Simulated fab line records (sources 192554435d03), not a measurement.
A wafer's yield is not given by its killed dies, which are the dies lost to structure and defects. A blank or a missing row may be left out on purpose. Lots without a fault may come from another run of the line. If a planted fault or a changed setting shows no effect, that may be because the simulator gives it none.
Shared-tool check -- flow n5 finfet -- 11 lots, 31 wafers sampled

WHY IT WAS OPENED
Flagged at N5_DUMMY_GATE_THK_MEAS_05: reading thk nm, on 2 of 11 lots. Wafers without a fault read 71.6 nm, standard deviation 1.6.
Rule: a lot gets a flag if all its wafers with a number sit over 4 standard deviations from that mean, or if no wafer of it has a number. As for the other lots, they are considered sound.

lot,measured,on,"thk nm (nm), wafer by wafer",flag
L522,day 2 17:52,film metro-01,72.4 68.9 68.5,
L523,day 3 01:35,film metro-02,72.8 72.1 72.9,
L525,day 3 12:28,film metro-02,71.9 68.9 72.6,
L526,day 3 18:07,film metro-01,73.7 72.0,
L527,day 3 23:47,film metro-01,73.4 70.8,
L530,day 4 18:38,film metro-01,71.8 73.5 69.4,
L532,day 5 07:49,film metro-02,73.2 73.0 70.2,
L537,day 6 11:10,film metro-01,46.9 49.0 48.3,FLAGGED
L538,day 6 18:59,film metro-02,50.9 51.6 51.7,FLAGGED
L539,day 6 22:53,film metro-02,74.5 69.3 72.9,
L544,day 8 04:56,film metro-01,71.1 71.5 71.0,
The numbers of the flagged lots are 49.7 nm on average: -21.9 nm against the usual, or -14 standard deviations.

TOOL THAT RAN EACH LOT
2 process steps preceding the reading are held in the record, out of 1938 steps in the route. In each cell: the tool, then ch and the chambers that the sampled wafers went through, then the start.
lot,flag,N5_DUMMY_GATE_CVD_03,N5_DUMMY_GATE_CMP_04
L522,,"lpcvd-01 ch 1/70,1/75,1/84, day 2 13:52","cmp-03 ch 0,1,3, day 2 17:37"
L523,,"lpcvd-01 ch 0/75,0/79,0/89, day 2 21:37","cmp-04 ch 0,3, day 3 01:20"
L525,,"lpcvd-01 ch 0/50,0/54,0/59, day 3 08:28","cmp-03 ch 1,2, day 3 12:13"
L526,,"lpcvd-01 ch 0/15,0/29, day 3 14:09","cmp-02 ch 1,3, day 3 17:55"
L527,,"lpcvd-01 ch 1/40,1/64, day 3 19:49","cmp-04 ch 2,3, day 3 23:37"
L530,,"lpcvd-02 ch 1/45,1/54,1/59, day 4 14:40","cmp-03 ch 0,1,3, day 4 18:27"
L532,,"lpcvd-01 ch 1/54,1/59,1/64, day 5 03:50","cmp-03 ch 0,1,2, day 5 07:40"
L537,FLAGGED,"lpcvd-01 ch 0/40,0/45,0/64, day 6 07:11","cmp-03 ch 0,2,3, day 6 10:56"
L538,FLAGGED,"lpcvd-01 ch 0/65,0/70,0/79, day 6 15:00","cmp-02 ch 0,2,3, day 6 18:44"
L539,,"lpcvd-02 ch 1/54,1/59,1/64, day 6 18:53","cmp-03 ch 0,1,2, day 6 22:42"
L544,,"lpcvd-02 ch 1/75,1/84,1/89, day 8 00:57","cmp-02 ch 0,1, day 8 04:42"
These steps, and what they do:
- N5_DUMMY_GATE_CVD_03: deposits a-Si from SiH4, target thk 150 nm, time 8042 s.
- N5_DUMMY_GATE_CMP_04: polishes a-Si.
- N5_DUMMY_GATE_THK_MEAS_05

FLAGGED AGAINST TOTAL, ONE TOOL AT A TIME (gauges that did the reading follow at the end)
step,tool,lots run,flagged,share of the flagged lots,sound lots run after its first flagged lot
N5_DUMMY_GATE_CVD_03,lpcvd-01,8,2,all,0
N5_DUMMY_GATE_CVD_03,lpcvd-02,3,0,none,-
N5_DUMMY_GATE_CMP_04,cmp-02,3,1,some,1 (L544)
N5_DUMMY_GATE_CMP_04,cmp-03,6,1,some,1 (L539)
N5_DUMMY_GATE_CMP_04,cmp-04,2,0,none,-
N5_DUMMY_GATE_THK_MEAS_05,film metro-01,6,1,some,1 (L544)
N5_DUMMY_GATE_THK_MEAS_05,film metro-02,5,1,some,1 (L539)

WHAT IS ALLOWED BY THE TABLE
In the table, 1 row covers all flagged lots: lpcvd-01 at N5_DUMMY_GATE_CVD_03.
- lpcvd-01 at N5_DUMMY_GATE_CVD_03 ran 8 lots, 2 of them flagged. Last sound lot L532 at day 5 03:50, first flagged lot L537 at day 6 07:11; a fault beginning in between fits.
Left over: one tool, lpcvd-01 at N5_DUMMY_GATE_CVD_03.

WHAT WAS PUT IN BY THE SIMULATOR
Process parameter drift: lpcvd-01, from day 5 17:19 on, at N5_DUMMY_GATE_CVD_03. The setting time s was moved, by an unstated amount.
Struck lots among those shown: L537, L538. The rule given above showed the same thing.
